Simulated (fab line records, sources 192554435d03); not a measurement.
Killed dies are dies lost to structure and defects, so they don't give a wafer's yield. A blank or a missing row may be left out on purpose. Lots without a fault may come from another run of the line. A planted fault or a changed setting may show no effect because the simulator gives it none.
Chamber matching | flow n5_finfet | N5_BEOL_M7_CMP_52 on cmp-03: 4 sister chambers
The step polishes, stops on SiCOH lowk, t overpolish 6.9 s, target thk 80 nm. 8 wafers are shown with their chamber, then 12 later ones without.

WAFERS WITH THEIR CHAMBER
wafer  | chamber | motor_current_A (A) | time_to_endpoint_s (s)
L085.4 | 1       | 5.7                 | 64.2
L085.6 | 1       | 6.2                 | 64.3
L086.1 | 0       | 5.8                 | 60.4
L089.1 | 3       | 7.4                 | 63.9
L089.2 | 0       | 5.3                 | 62.5
L091.1 | 3       | 7.7                 | 59.7
L091.4 | 2       | 6.5                 | 64.6
L091.6 | 2       | 6.4                 | 61.4

WAFERS WITHOUT THEIR CHAMBER
wafer  | motor_current_A (A) | time_to_endpoint_s (s)
L092.1 | 5.9                 | 62.2
L092.2 | 6.3                 | 61.0
L092.3 | 5.8                 | 64.6
L094.1 | 5.8                 | 61.9
L094.4 | 6.3                 | 62.2
L094.6 | 6.6                 | 66.3
L093.3 | 6.0                 | 59.5
L093.4 | 7.8                 | 59.8
L093.6 | 5.6                 | 61.3
L096.1 | 6.0                 | 59.7
L096.2 | 6.8                 | 66.0
L096.5 | 6.4                 | 65.5

WHICH CHAMBER EACH WENT THROUGH
wafer  | from the rows above          | in truth
L092.1 | can't be placed: 1 or 0 or 2 | 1
L092.2 | can't be placed: 2 or 1 or 0 | 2
L092.3 | can't be placed: 1 or 0 or 2 | 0
L094.1 | can't be placed: 0 or 1 or 2 | 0
L094.4 | can't be placed: 2 or 1      | 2
L094.6 | can't be placed: 2 or 1      | 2
L093.3 | can't be placed: 0 or 1 or 2 | 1
L093.4 | 3                            | 3
L093.6 | can't be placed: 0 or 1      | 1
L096.1 | can't be placed: 0 or 1 or 2 | 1
L096.2 | can't be placed: 2 or 1 or 3 | 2
L096.5 | can't be placed: 2 or 1      | 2
Placed correctly: 1 of 12. Can't be placed from these rows: 11 (the true chamber is among the candidates in 11). Placed wrongly: 0.
How it was worked out, from the rows above alone: a wafer's distance from a chamber is the root of the sum, over the readings, of the square of ((its reading less the chamber's mean) divided by the reading's scatter). The wafer belongs to the nearest chamber; if the next one is less than 2 further off, it can't be placed. A chamber's mean is the mean of its shown wafers. The scatter: the root of (the sum of the squares of (reading less its chamber's mean) over the shown wafers, divided by (wafers less chambers)).
